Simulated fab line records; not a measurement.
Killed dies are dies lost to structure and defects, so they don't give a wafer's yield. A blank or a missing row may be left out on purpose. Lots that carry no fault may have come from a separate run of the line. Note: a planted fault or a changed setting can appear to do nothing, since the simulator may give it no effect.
One fault seen from 2 desks | flow n5Finfet | each desk holds nothing but its own numbers, with what lay behind them at the end

== FROM THE METROLOGY DESK ==
Means of the sampled wafers that have a number, per lot and without regard to the tool the lot ran on: this is what the gauges read. If a lot's mean is further than 4 standard deviations from the usual mean, the lot is out of limits and carries the mark OUT (the distance appears in the brackets). Readings shown: 7 out of 15 (the first out of limits, and those lying furthest out on some lot).
Columns: A = DIBL_N at N5_BEOL_M4_RC_MEAS_101, usual 35.9 mV/V; B = DIBL_P at N5_BEOL_M4_RC_MEAS_101, usual 35.9 mV/V; C = EOT_N at N5_BEOL_M4_RC_MEAS_101, usual 10.51; D = EOT_P at N5_BEOL_M4_RC_MEAS_101, usual 10.47; E = IGATE_N at N5_BEOL_M4_RC_MEAS_101, usual 0.0127 nA/um; F = IGATE_P at N5_BEOL_M4_RC_MEAS_101, usual 0.0038 nA/um; G = ION_N at N5_BEOL_M4_RC_MEAS_101, usual 673 uA/um
lot  | first seen here | A    | B    | C                | D                | E      | F      | G
L549 | day 8 12:34     | 36.5 | 36.8 | 10.61            | 10.54            | 0.0106 | 0.0031 | 664
L551 | day 8 20:04     | 33.7 | 34.8 | 10.54            | 10.51            | 0.0133 | 0.0040 | 667
L554 | day 9 16:05     | 36.4 | 36.3 | 10.60            | 10.46            | 0.0120 | 0.0036 | 669
L552 | day 9 17:55     | 35.9 | 36.9 | 10.47            | 10.44            | 0.0146 | 0.0044 | 679
L553 | day 9 20:44     | 36.4 | 36.5 | 10.51            | 10.42            | 0.0126 | 0.0037 | 677
L556 | day 10 23:37    | 34.8 | 34.8 | 10.48            | 10.49            | 0.0133 | 0.0039 | 673
L561 | day 11 08:51    | 34.7 | 33.9 | 10.42            | 10.40            | 0.0153 | 0.0046 | 681
L565 | day 12 12:20    | 37.2 | 36.9 | 11.29 (+9.0) OUT | 11.22 (+9.4) OUT | 0.0080 | 0.0023 | 656
L567 | day 13 13:55    | 35.5 | 37.4 | 10.86            | 10.79            | 0.0110 | 0.0033 | 670
This desk's finding: out of limits on L565; first on L565, day 12 12:38 (EOT_N at N5_BEOL_M4_RC_MEAS_101). L549, L551, L554, L552, L553, L556, L561, L567 stayed within limits.

== THE TOOL OWNER'S DESK: aldSin-01 ==
The tool's own readings at N5_DUMMY_GATE_ALD_02 (deposits SiO2, target thk 2 nm, pulse time 1 s): means of the sampled wafers that have a number, for each lot that ran on this tool. If a lot's mean is further than 4 standard deviations from the usual mean, the lot is out of limits and carries the mark OUT (the distance appears in the brackets).
Columns: A = heaterPowerOuterW at N5_DUMMY_GATE_ALD_02, usual 265 W; B = heaterPowerW at N5_DUMMY_GATE_ALD_02, usual 477 W; C = precursorPulseHeightRel at N5_DUMMY_GATE_ALD_02, usual 1.003
lot  | first seen here | A   | B   | C
L553 | day 3 13:23     | 256 | 446 | 1.011
L556 | day 4 07:38     | 262 | 432 | 1.004
L561 | day 5 19:41     | 255 | 445 | 1.011
L565 | day 6 12:42     | 270 | 483 | 0.995
L567 | day 7 01:31     | 257 | 438 | 1.022
This desk's verdict: no lot among the 5 shows anything out of limits.

== BROUGHT TOGETHER ==
An alarm was possible from the metrology desk at day 12 12:38, on L565.
The desk of the tool owner found nothing out of limits.
Tool owner's desk: L565 on record, inside its limits.
N5_DUMMY_GATE_ALD_02 was run on aldSin-01 by each of the lots named.

== WHAT WAS PUT IN BY THE SIMULATOR ==
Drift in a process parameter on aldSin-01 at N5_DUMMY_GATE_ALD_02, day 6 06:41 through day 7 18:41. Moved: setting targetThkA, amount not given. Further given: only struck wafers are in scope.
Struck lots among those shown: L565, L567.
Time in hours between the start of the fault and the first out-of-limits reading at each desk: metrology desk, 150.
